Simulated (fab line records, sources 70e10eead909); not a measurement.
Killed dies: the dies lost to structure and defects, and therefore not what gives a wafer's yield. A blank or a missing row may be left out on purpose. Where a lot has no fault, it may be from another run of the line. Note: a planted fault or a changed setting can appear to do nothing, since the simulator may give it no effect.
Chamber matching | flow nand harc | ald hk-04 running NHARC_A_CHANNEL_FILL_D1_ALD_02: 4 sister chambers
The step deposits SiO2, target thk 6 nm, pulse time 10 s, ald cycles 60. 4 wafers are shown with their chamber, then 10 later ones without.

== WAFERS WITH THEIR CHAMBER ==
wafer  | chamber | heater power w (W)
L085.2 | 0       | 501
L085.6 | 3       | 468
L091.3 | 1       | 406
L091.4 | 2       | 439

== WAFERS MISSING THEIR CHAMBER ==
wafer  | heater power w (W)
L091.6 | 461
L094.4 | 414
L094.5 | 513
L094.6 | 463
L093.3 | 509
L093.5 | 436
L093.6 | 456
L097.2 | 506
L097.3 | 420
L097.5 | 520

== WHICH CHAMBER EACH WENT THROUGH ==
wafer  | from the rows above     | in truth
L091.6 | can't be placed: 3 or 2 | 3
L094.4 | can't be placed: 1 or 2 | 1
L094.5 | 0                       | 0
L094.6 | can't be placed: 3 or 2 | 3
L093.3 | 0                       | 0
L093.5 | 2                       | 2
L093.6 | can't be placed: 3 or 2 | 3
L097.2 | 0                       | 0
L097.3 | can't be placed: 1 or 2 | 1
L097.5 | 0                       | 0
Placed correctly: 5 of 10. Can't be placed from these rows: 5 (the true chamber is among the candidates in 5). 0 placed wrongly.
How it was worked out, from the rows above alone: a wafer's distance from a chamber is the root of the sum, over the readings, of the square of ((its reading less the chamber's mean) divided by the reading's scatter). If the next closest chamber is less than 2 further off than the closest, the wafer can't be placed; otherwise it belongs to the closest. Each chamber's mean is taken over the wafers shown for it. The scatter: with one shown wafer a chamber, the root of the mean of the squares of how far each hidden wafer lies from its nearest shown one.
